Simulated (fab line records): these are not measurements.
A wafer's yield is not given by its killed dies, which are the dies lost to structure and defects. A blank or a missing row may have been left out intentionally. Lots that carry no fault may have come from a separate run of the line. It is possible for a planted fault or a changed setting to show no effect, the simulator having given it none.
fab line records    flow n5Finfet    part 1 of 2: steps 1 to 23 of 36
record lots=5  wafers=15  lastDay=17
route steps=1938 shown STI_FIN_REVEAL@183 DUMMY_GATE@212
lots that met no fault: taken from a fault-free run of the same line
startH: hours from the record's first day to the start of the lot's first wafer shown    waitH: how many hours have passed since the lot's step before this one    " same as the row above    L1.1+2: a single row standing in for several wafers    - no value present, or no start provided    * or withheld: withheld    < > ~ a bound
route shown NAME@n: a module of which the file shows steps, and the number in the route of the first    usual: mean/standard deviation taken from wafers without a fault    same: alike in all rows    chamber/n: place in a boat    sites: each site's reading    _std_site: how widely they spread, as a standard deviation    _edge_site: inner sites' mean taken away from outer sites' mean    radiusMm: for every site, how far away it sits from the centre of the wafer    mask NAME#n: copy n    behind: the tool/chamber that last shaped the wafer    hold: what put the lot on hold/how long, in hours/how the hold closed    device: the transistor (n, p or np) that didn't switch    end of line: the tests these same wafers got at the end of their route    a step without rows: its recipe alone    killed: not the wafer's yield, but the dies lost to structure and defects at the first sort    map: shows each die of a wafer: x if killed, . if not, _ if none is there
set.NAME: the setting the step ran with; set.NAME@STEP: the setting that earlier step ran with    model.NAME: the simulator's own value behind a step, which no gauge read
lots seen at some steps along the route; tables by step, rows by wafer
services: a tool's chamber out of use, with start hour (startH, from the record's first day; less than 0 if before it), hours out, and reason
## steps
# step N5_STI_FIN_REVEAL_ALD_00
# recipe material=SiO2  targetThkA=10  tempC=300  aldPrecursorFamily=BDEAS  aldCoReactant=O2-plasma  pulseTimeS=1  pressureTorr=2
# usual heaterPowerW=466/52  precursorPulseHeightRel=0.999/0.02
lot.wafer  tool       chamber  startH  waitH  heaterPowerW  precursorPulseHeightRel  sinceWetCleanH
L074.2     aldSin-04  0        33.00   0.0    510           1.019                    130
L074.3     "          1        "       "      482           0.968                    130
L074.6     "          3        "       "      437           0.998                    -
L075.1     aldSin-04  2        34.81   0.0    438           0.991                    132
L075.2     "          0        "       "      507           1.016                    132
L075.4     "          3        "       "      426           0.999                    132
L076.2     aldSin-04  0        42.81   0.0    513           0.981                    140
L076.4     "          2        "       "      432           0.986                    140
L076.6     "          2        "       "      433           0.991                    -
L080.3     aldSin-02  1        67.57   0.0    427           0.996                    348
L080.4     "          3        "       "      371           1.021                    348
L080.6     "          3        "       "      376           1.032                    -
L095.1     aldSin-02  2        154.69  0.0    461           0.985                    55
L095.2     "          3        "       "      370           0.996                    55
L095.4     "          0        "       "      552           1.020                    55
# step N5_STI_FIN_REVEAL_ALD_14
# recipe material=Si3N4  targetThkA=30  tempC=400  aldPrecursorFamily=SiH2I2  aldCoReactant=N2/H2-plasma  pressureTorr=2
# usual heaterPowerW=833/92
lot.wafer  tool       chamber  startH  waitH  heaterPowerW  sinceWetCleanH
L074.2     aldSin-04  0        33.05   0.0    911           130
L074.3     "          1        "       "      870           130
L074.6     "          3        "       "      755           -
L075.1     aldSin-04  2        34.86   0.0    782           132
L075.2     "          0        "       "      901           132
L075.4     "          3        "       "      768           132
L076.2     aldSin-04  0        42.86   0.0    888           140
L076.4     "          2        "       "      803           140
L076.6     "          2        "       "      783           -
L080.3     aldSin-02  1        67.62   0.0    769           348
L080.4     "          3        "       "      672           348
L080.6     "          3        "       "      665           -
L095.1     aldSin-02  2        154.74  0.0    859           56
L095.2     "          3        "       "      661           56
L095.4     "          0        "       "      1009          56
# step N5_STI_FIN_REVEAL_FCVD_FILL_01
# recipe material=SiO2_flowable  targetThkA=3120  tempC=100  pressureTorr=0.8  rfW=2000  timeS=512.2
# usual rfFwdPowerW=1999/6.1  tsaFlowSccm=60.00/0.16
lot.wafer  tool     chamber  startH  waitH  rfFwdPowerW  tsaFlowSccm
L074.2     fcvd-02  0        33.29   0.1    2002         60.17
L074.3     "        0        "       "      2005         59.93
L074.6     "        0        "       "      1993         59.91
L075.1     fcvd-01  1        35.10   0.1    1997         59.92
L075.2     "        0        "       "      2004         60.01
L075.4     "        0        "       "      1991         60.24
L076.2     fcvd-02  1        43.30   0.3    2005         60.14
L076.4     "        1        "       "      2003         60.09
L076.6     "        1        "       "      2004         60.03
L080.3     fcvd-01  1        68.06   0.3    1998         59.99
L080.4     "        0        "       "      1998         59.97
L080.6     "        0        "       "      1994         59.90
L095.1     fcvd-01  0        154.98  0.1    1997         60.07
L095.2     "        1        "       "      1996         59.79
L095.4     "        1        "       "      1989         59.91
# step N5_STI_FIN_REVEAL_DENSIFY_02
# recipe tempC=650  ambient=steam  timeS=1800  idleTempC=400  densificationPH2oTorr=640
lot.wafer   tool        chamber  startH  waitH
L074.2+3+6  furnace-01  0        33.93   0.4
L075.1+2+4  furnace-02  0        35.74   0.4
L076.2+4+6  furnace-01  0        44.33   0.8
L080.3+4+6  furnace-03  0        68.49   0.2
L095.1+2+4  furnace-02  0        155.62  0.4
# step N5_STI_FIN_REVEAL_CMP_04
# recipe stopOn=Si3N4  tOverpolishS=4  downForcePsi=2  platenRpm=54.18  postCmpClean=alkalineBrush  padVelocityMS=1.078  targetThkNm=131.83
# usual motorCurrentA=7.9/1.2  overpolishRunS=3.999/0.0089  padLifeWafers=1210/660  timeToEndpointS=103/4.2
lot.wafer  tool    chamber  startH  waitH  motorCurrentA  overpolishRunS  padLifeWafers  timeToEndpointS
L074.2     cmp-03  1        38.09   0.0    9.0            4.006           1368           103
L074.3     "       0        "       "      6.2            3.997           1371           102
L074.6     "       2        "       "      6.1            3.995           -              103
L075.1     cmp-01  2        39.94   0.1    8.2            3.984           1885           101
L075.2     "       3        "       "      8.7            4.000           1886           100
L075.4     "       0        "       "      6.3            4.000           1887           103
L076.4     cmp-02  2        48.55   0.1    8.9            4.001           403            97
L076.2     "       0        "       "      7.3            3.999           405            96
L076.6     "       1        "       "      9.4            4.004           -              98
L080.3     cmp-03  3        72.70   0.1    9.7            4.010           1609           106
L080.4     "       1        "       "      8.8            4.004           1611           105
L080.6     "       2        "       "      6.4            3.994           -              106
L095.2     cmp-01  2        159.78  0.0    7.4            3.987           600            98
L095.4     "       3        "       "      8.7            4.002           601            102
L095.1     "       0        "       "      6.5            4.008           602            99
# step N5_STI_FIN_REVEAL_THK_MEAS_05
# usual thkNm=132.2/0.97
lot.wafer  tool          chamber  startH  waitH  thkNm
L074.2     filmMetro-02  -        38.39   -      131.5
L074.3     "             -        "       "      131.1
L074.6     "             -        "       "      131.5
L075.1     filmMetro-01  -        40.20   -      131.5
L075.2     "             -        "       "      131.5
L075.4     "             -        "       "      132.6
L076.2     filmMetro-02  -        48.81   -      131.0
L076.4     "             -        "       "      130.4
L076.6     "             -        "       "      130.1
L080.3     filmMetro-02  -        72.95   -      131.7
L080.4     "             -        "       "      133.9
L080.6     "             -        "       "      130.7
L095.1     filmMetro-02  -        160.08  -      130.7
L095.2     "             -        "       "      131.2
L095.4     "             -        "       "      131.2
# step N5_STI_FIN_REVEAL_DENSIFY_30
# recipe tempC=*  timeS=*  ambient=N2  idleTempC=600  rampUpCPerS=150  rampDownCPerS=60  coolToC=600
# usual lampPowerPct=11.53/0.056  wafer_temp_C_max=*
lot.wafer  tool          chamber  startH  waitH  lampPowerPct  wafer_temp_C_max
L074.2     rtpAnneal-02  0        38.68   0.3    11.52         *
L074.3     "             0        "       "      11.55         *
L074.6     "             0        "       "      11.54         *
L075.1     rtpAnneal-02  0        40.31   0.1    11.43         *
L075.2     "             0        "       "      11.51         *
L075.4     "             0        "       "      11.55         *
L076.2     rtpAnneal-02  0        49.26   0.4    11.47         *
L076.4     "             0        "       "      11.49         *
L076.6     "             0        "       "      11.47         *
L080.3     rtpAnneal-02  0        73.08   0.1    11.59         *
L080.4     "             0        "       "      11.65         *
L080.6     "             0        "       "      11.51         *
L095.1     rtpAnneal-02  0        160.10  0.0    11.64         *
L095.2     "             0        "       "      11.52         *
L095.4     "             0        "       "      11.51         *
# step N5_STI_FIN_REVEAL_ETCHBACK_08
# recipe chemistry=C4F6/O2  target=SiO2  targetDepthA=305  timeS=10.167  ionEnergyEv=250  pressureMtorr=30  sourceW=345  biasW=185  Ar_flow_sccm=300  C4F6_flow_sccm=10  O2_flow_sccm=10
# usual C4F6_flow_sccm=10.005/0.027  drypumpMotorCurrentA=5.8/0.42  oesProductAu=0.81/0.075  rfFwdPowerW=340.2/1.9  rfVppV=667/4.7  showerheadPlenumPTorr=2.87/0.083  throttleValvePct=21.23/0.26
lot.wafer  tool        chamber  startH  waitH  C4F6_flow_sccm  drypumpMotorCurrentA  oesProductAu  rfFwdPowerW  rfHoursCounterH  rfVppV  showerheadPlenumPTorr  throttleValvePct
L074.2     rieDiel-06  3        38.86   0.2    10.033          5.4                   0.92          339.9        33               672     2.91                   20.96
L074.3     "           0        "       "      10.024          5.8                   0.81          336.2        88               665     2.88                   21.16
L074.6     "           3        "       "      10.022          5.4                   0.92          339.9        -                671     2.91                   20.96
L075.1     rieDiel-06  0        40.60   0.3    9.948           5.7                   0.82          337.9        88               663     2.88                   21.17
L075.2     "           1        "       "      9.972           5.8                   0.90          338.4        33               659     2.79                   21.40
L075.4     "           3        "       "      10.027          5.4                   0.91          342.1        -                671     2.90                   20.97
L076.2     rieDiel-06  2        49.44   0.2    9.994           6.8                   0.78          341.2        130              671     2.87                   21.60
L076.4     "           3        "       "      9.939           5.4                   0.91          341.7        38               672     2.90                   20.96
L076.6     "           1        "       "      9.951           5.8                   0.89          338.7        -                661     2.79                   21.40
L080.3     rieDiel-01  3        73.24   0.1    9.956           6.1                   0.69          342.3        227              666     2.80                   21.00
L080.4     "           1        "       "      9.999           5.5                   0.87          340.4        -                664     2.89                   20.75
L080.6     "           3        "       "      9.989           6.1                   0.69          342.4        -                667     2.80                   20.99
L095.1     rieDiel-01  2        160.32  0.2    10.008          5.9                   0.74          341.8        182              674     2.95                   21.36
L095.2     "           0        "       "      9.989           5.4                   0.90          342.1        27               668     2.80                   21.51
L095.4     "           2        "       "      10.016          5.9                   0.73          341.1        -                672     2.95                   21.35
# step N5_STI_FIN_REVEAL_STRIP_24
# recipe chemistry=N2/H2  timeS=90  powerW=100  tempC=40  pressureMtorr=100  rfFrequencyHz=6e+07  biasPowerW=3  n2FlowSccm=300  h2FlowSccm=300
# usual drypumpMotorCurrentA=5.8/0.41  oesProductAu=0.81/0.074  rfVppV=45.4/0.8  showerheadPlenumPTorr=3.40/0.1  throttleValvePct=12.21/0.25
lot.wafer  tool        chamber  startH  waitH  drypumpMotorCurrentA  oesProductAu  rfHoursCounterH  rfVppV  showerheadPlenumPTorr  throttleValvePct
L074.2     rieDiel-06  3        38.90   0.0    5.4                   0.92          33               45.9    3.44                   11.87
L074.3     "           0        "       "      5.8                   0.82          88               44.8    3.42                   12.12
L074.6     "           3        "       "      5.5                   0.92          -                47.1    3.44                   11.88
L075.1     rieDiel-06  0        40.64   0.0    5.7                   0.82          88               46.2    3.41                   12.13
L075.2     "           1        "       "      5.8                   0.90          33               45.6    3.30                   12.27
L075.4     "           3        "       "      5.5                   0.91          -                45.4    3.44                   11.89
L076.2     rieDiel-06  2        49.47   0.0    6.8                   0.78          130              45.3    3.38                   12.41
L076.4     "           3        "       "      5.4                   0.91          38               46.1    3.44                   11.88
L076.6     "           1        "       "      5.8                   0.88          -                45.8    3.30                   12.28
L080.3     rieDiel-01  3        73.27   0.0    6.1                   0.69          227              45.1    3.33                   12.20
L080.4     "           1        "       "      5.5                   0.86          -                44.4    3.42                   11.74
L080.6     "           3        "       "      6.1                   0.68          -                46.4    3.33                   12.20
L095.1     rieDiel-01  2        160.35  0.0    5.9                   0.73          182              46.3    3.51                   12.49
L095.2     "           0        "       "      5.5                   0.90          27               44.9    3.32                   12.40
L095.4     "           2        "       "      5.9                   0.74          -                46.2    3.51                   12.51
# step N5_STI_FIN_REVEAL_PRECLEAN_25
# recipe chemistry=SPM  timeS=90  tempC=120  mix=4:1
lot.wafer   tool         chamber  startH  waitH
L074.2+3+6  wetBench-01  0,4,3    39.02   0.1
L075.1+2+4  wetBench-01  6,5,1    40.76   0.1
L076.2+4+6  wetBench-01  7,0,5    49.60   0.1
L080.3+4+6  wetBench-01  4,3,6    73.39   0.1
L095.1+2+4  wetBench-03  4,0,1    160.47  0.1
# step N5_STI_FIN_REVEAL_PRECLEAN_26
# recipe chemistry=SC1  timeS=45  tempC=46  mix=1:2:100
lot.wafer   tool         chamber  startH  waitH
L074.2+3+6  wetBench-01  0,4,3    39.05   0.0
L075.1+2+4  wetBench-01  6,5,1    40.79   0.0
L076.2+4+6  wetBench-01  7,0,5    49.62   0.0
L080.3+4+6  wetBench-01  4,3,6    73.42   0.0
L095.1+2+4  wetBench-03  4,0,1    160.51  0.0
# step N5_STI_FIN_REVEAL_PRECLEAN_29
# recipe chemistry=DHF  timeS=30  tempC=25  dilution=300:1
lot.wafer   tool         chamber  startH  waitH
L074.2+3+6  wetBench-01  0,4,3    39.06   0.0
L075.1+2+4  wetBench-01  6,5,1    40.80   0.0
L076.2+4+6  wetBench-01  7,0,5    49.64   0.0
L080.3+4+6  wetBench-01  4,3,6    73.43   0.0
L095.1+2+4  wetBench-03  4,0,1    160.52  0.0
# step N5_STI_FIN_REVEAL_SRD_12
# recipe timeS=30  tempC=23  rinseLiquid=diw  dry=ipaMarangoni
lot.wafer   tool         chamber  startH  waitH
L074.2+3+6  wetBench-01  0,4,3    39.07   0.0
L075.1+2+4  wetBench-01  6,5,1    40.81   0.0
L076.2+4+6  wetBench-01  7,0,5    49.64   0.0
L080.3+4+6  wetBench-01  4,3,6    73.44   0.0
L095.1+2+4  wetBench-03  4,0,1    160.53  0.0
# step N5_STI_FIN_REVEAL_RECESS_09
# recipe chemistry=HF/NH3  target=SiO2  afsCycles=11  targetDepthA=425  tempC=30  sublimationTempC=180  sublimationTimeS=60
# usual drypumpMotorCurrentA=5.9/0.51
lot.wafer  tool          chamber  startH  waitH  drypumpMotorCurrentA
L074.2     vaporEtch-02  0        39.64   0.6    5.2
L074.3     "             0        "       "      5.2
L074.6     "             0        41.76   2.7    5.2
L075.1     vaporEtch-01  1        40.85   0.0    6.3
L075.2     "             0        "       "      6.5
L075.4     "             0        "       "      6.5
L076.2     vaporEtch-02  1        49.69   0.0    6.0
L076.4     "             0        "       "      5.2
L076.6     "             0        "       "      5.2
L080.3     vaporEtch-02  1        74.02   0.6    6.0
L080.4     "             0        "       "      5.2
L080.6     "             1        "       "      6.0
L095.1     vaporEtch-01  1        160.57  0.0    6.3
L095.2     "             0        "       "      6.5
L095.4     "             0        "       "      6.5
# step N5_STI_FIN_REVEAL_STRIP_16
# recipe chemistry=H3PO4  material=SiNx  tempC=165  targetDepthA=238  overetchFraction=0.4964  dry=ipaMarangoni
lot.wafer   tool         chamber  startH  waitH
L074.2+3+6  wetBench-01  1,3,6    42.32   2.1
L075.1+2+4  wetBench-06  2,5,0    42.47   1.1
L076.2+4+6  wetBench-06  7,0,5    51.31   1.1
L080.3+4+6  wetBench-03  4,5,0    75.10   0.6
L095.1+2+4  wetBench-03  4,5,6    162.19  1.1
# step N5_STI_FIN_REVEAL_PRECLEAN_17
# recipe chemistry=NF3:NH3  afsCycles=1  tempC=30  timeS=20  sublimationTempC=180  sublimationTimeS=60  pressureTorr=3  rfPowerW=30
# usual pressureTorr=2.999/0.0059
lot.wafer  tool             chamber  startH  waitH  pressureTorr
L074.2     remotePlasma-01  0        42.62   0.1    3.002
L074.3     "                0        "       "      2.996
L074.6     "                0        "       "      2.998
L075.1     remotePlasma-01  1        42.77   0.1    3.001
L075.2     "                1        "       "      2.993
L075.4     "                1        "       "      2.989
L076.2     remotePlasma-01  1        51.61   0.1    2.999
L076.4     "                1        "       "      3.003
L076.6     "                1        "       "      2.989
L080.3     remotePlasma-02  1        75.43   0.1    3.006
L080.4     "                1        "       "      3.005
L080.6     "                1        "       "      3.002
L095.1     remotePlasma-01  1        162.48  0.0    3.003
L095.2     "                1        "       "      3.007
L095.4     "                1        "       "      2.995
# step N5_STI_FIN_REVEAL_ETCH_34
# recipe chemistry=H2  mode=isotropic  material=Si  target=Si  targetDepthA=9.7  tempC=20  pressureMtorr=4.5  icpW=300  biasW=0  h2FlowSccm=7.5  heFlowSccm=142.5
# usual drypumpMotorCurrentA=5.9/0.42  oesProductAu=0.991/0.016  rfFwdPowerW=296.5/1.1  throttleValvePct=25.86/0.25
lot.wafer  tool      chamber  startH  waitH  drypumpMotorCurrentA  oesProductAu  rfFwdPowerW  rfHoursCounterH  throttleValvePct
L074.2     rieSi-05  2        42.79   0.1    6.4                   0.994         295.1        60               25.65
L074.3     "         3        "       "      5.8                   0.965         296.4        157              25.88
L074.6     "         3        "       "      5.8                   0.972         297.4        -                25.89
L075.1     rieSi-02  1        42.97   0.2    6.4                   1.006         296.6        58               25.91
L075.2     "         3        "       "      5.8                   0.990         295.2        29               26.04
L075.4     "         2        "       "      5.6                   0.978         296.9        38               26.11
L076.2     rieSi-05  3        51.78   0.1    5.8                   0.964         294.8        158              25.88
L076.4     "         2        "       "      6.4                   1.000         295.8        -                25.65
L076.6     "         3        "       "      5.8                   0.974         296.1        -                25.91
L080.3     rieSi-05  0        75.58   0.1    5.7                   0.968         295.7        67               25.49
L080.4     "         1        "       "      6.0                   0.981         295.1        7                26.33
L080.6     "         2        "       "      6.4                   1.007         296.7        -                25.64
L095.1     rieSi-01  3        162.69  0.2    6.6                   0.981         295.9        8                25.34
L095.2     "         0        "       "      6.1                   1.001         297.7        26               25.90
L095.4     "         1        "       "      6.0                   0.997         295.4        8                25.98
# step N5_STI_FIN_REVEAL_OXIDATION_31
# recipe chemistry=O2_PLASMA_REMOTE  tempC=150  timeS=20  pressureMtorr=1000  sourcePowerW=2000  o2FlowSccm=3000
# usual drypumpMotorCurrentA=5.41/0.095  heaterPowerW=146/12  rfFwdPowerW=1979/8.9
lot.wafer  tool            chamber  startH  waitH  drypumpMotorCurrentA  heaterPowerW  rfFwdPowerW  rfHoursCounterH
L074.2     plasmaAsher-01  0        42.85   0.0    5.47                  151           1985         30
L074.3     "               1        "       "      5.49                  127           1984         -
L074.6     "               0        "       "      5.46                  151           1989         -
L075.1     plasmaAsher-01  1        43.03   0.0    5.49                  126           1977         30
L075.2     "               0        "       "      5.49                  151           1979         30
L075.4     "               0        "       "      5.48                  149           1988         -
L076.2     plasmaAsher-01  1        51.84   0.0    5.50                  128           1965         32
L076.4     "               0        "       "      5.46                  148           1972         -
L076.6     "               0        "       "      5.45                  150           1978         -
L080.3     plasmaAsher-02  1        75.66   0.1    5.30                  160           1976         -
L080.4     "               0        "       "      5.28                  157           1979         -
L080.6     "               1        "       "      5.31                  154           1978         -
L095.1     plasmaAsher-01  1        162.75  0.0    5.50                  129           1961         54
L095.2     "               0        "       "      5.47                  153           1986         54
L095.4     "               0        "       "      5.47                  150           1982         -
# step N5_STI_FIN_REVEAL_PRECLEAN_32
# recipe chemistry=NF3:NH3  afsCycles=1  tempC=30  timeS=20  sublimationTempC=180  sublimationTimeS=60  pressureTorr=3  rfPowerW=30
# usual pressureTorr=2.999/0.0062
lot.wafer  tool             chamber  startH  waitH  pressureTorr
L074.2     remotePlasma-02  0        42.97   0.1    3.008
L074.3     "                0        "       "      3.007
L074.6     "                0        "       "      3.002
L075.1     remotePlasma-01  1        43.12   0.1    2.999
L075.2     "                1        "       "      2.987
L075.4     "                1        "       "      2.989
L076.2     remotePlasma-02  0        51.95   0.1    2.997
L076.4     "                0        "       "      3.001
L076.6     "                0        "       "      3.003
L080.3     remotePlasma-01  1        75.78   0.1    3.006
L080.4     "                1        "       "      2.994
L080.6     "                1        "       "      2.991
L095.1     remotePlasma-02  0        162.83  0.1    2.993
L095.2     "                0        "       "      2.995
L095.4     "                0        "       "      2.986
# step N5_STI_FIN_REVEAL_STRIP_35
# recipe chemistry=H3PO4  material=Si3N4  tempC=165  targetDepthA=40  timeS=39
lot.wafer   tool         chamber  startH  waitH
L074.2+3+6  wetBench-03  5,1,4    43.15   0.2
L075.1+2+4  wetBench-03  0,7,6    43.35   0.2
L076.2+4+6  wetBench-03  6,5,2    52.13   0.2
L080.3+4+6  wetBench-06  6,0,5    75.93   0.1
L095.1+2+4  wetBench-03  2,4,3    163.04  0.2
# step N5_STI_FIN_REVEAL_SRD_21
# recipe dry=ipaMarangoni  timeS=30  tempC=23  rinseLiquid=diw
lot.wafer   tool         chamber  startH  waitH
L074.2+3+6  wetBench-03  5,1,4    43.16   0.0
L075.1+2+4  wetBench-03  0,7,6    43.36   0.0
L076.2+4+6  wetBench-03  6,5,2    52.15   0.0
L080.3+4+6  wetBench-06  6,0,5    75.95   0.0
L095.1+2+4  wetBench-03  2,4,3    163.06  0.0
# step N5_STI_FIN_REVEAL_OXIDATION_33
# recipe chemistry=O2_PLASMA_REMOTE  tempC=150  timeS=20  pressureMtorr=1000  sourcePowerW=2000  o2FlowSccm=3000
# usual drypumpMotorCurrentA=5.40/0.098  heaterPowerW=147/12  rfFwdPowerW=1980/7.9
lot.wafer  tool            chamber  startH  waitH  drypumpMotorCurrentA  heaterPowerW  rfFwdPowerW  rfHoursCounterH
L074.2     plasmaAsher-01  0        43.20   0.0    5.49                  147           1984         30
L074.3     "               1        "       "      5.53                  126           1970         -
L074.6     "               0        "       "      5.46                  155           1972         -
L075.1     plasmaAsher-01  1        43.41   0.0    5.53                  124           1957         30
L075.2     "               0        "       "      5.48                  149           1982         30
L075.4     "               0        "       "      5.47                  151           1976         -
L076.2     plasmaAsher-01  0        52.19   0.0    5.51                  151           1991         32
L076.4     "               1        "       "      5.51                  127           1968         -
L076.6     "               1        "       "      5.50                  130           1959         -
L080.3     plasmaAsher-02  1        76.01   0.0    5.32                  154           1981         -
L080.4     "               0        "       "      5.27                  153           1996         -
L080.6     "               0        "       "      5.29                  154           1989         -
L095.1     plasmaAsher-02  1        163.11  0.0    5.31                  158           1981         105
L095.2     "               0        "       "      5.30                  151           1986         105
L095.4     "               1        "       "      5.29                  160           1985         -
# step N5_STI_FIN_REVEAL_CLEAN_19
# recipe chemistry=O3/DIW  tempC=25  timeS=120  o3Ppm=10
lot.wafer   tool         chamber  startH  waitH
L074.2+3+6  wetBench-03  5,6,7    43.29   0.1
L075.1+2+4  wetBench-03  4,1,2    43.50   0.1
L076.2+4+6  wetBench-03  2,5,1    52.28   0.1
L080.3+4+6  wetBench-06  1,0,2    76.09   0.1
L095.1+2+4  wetBench-01  0,3,2    163.20  0.1
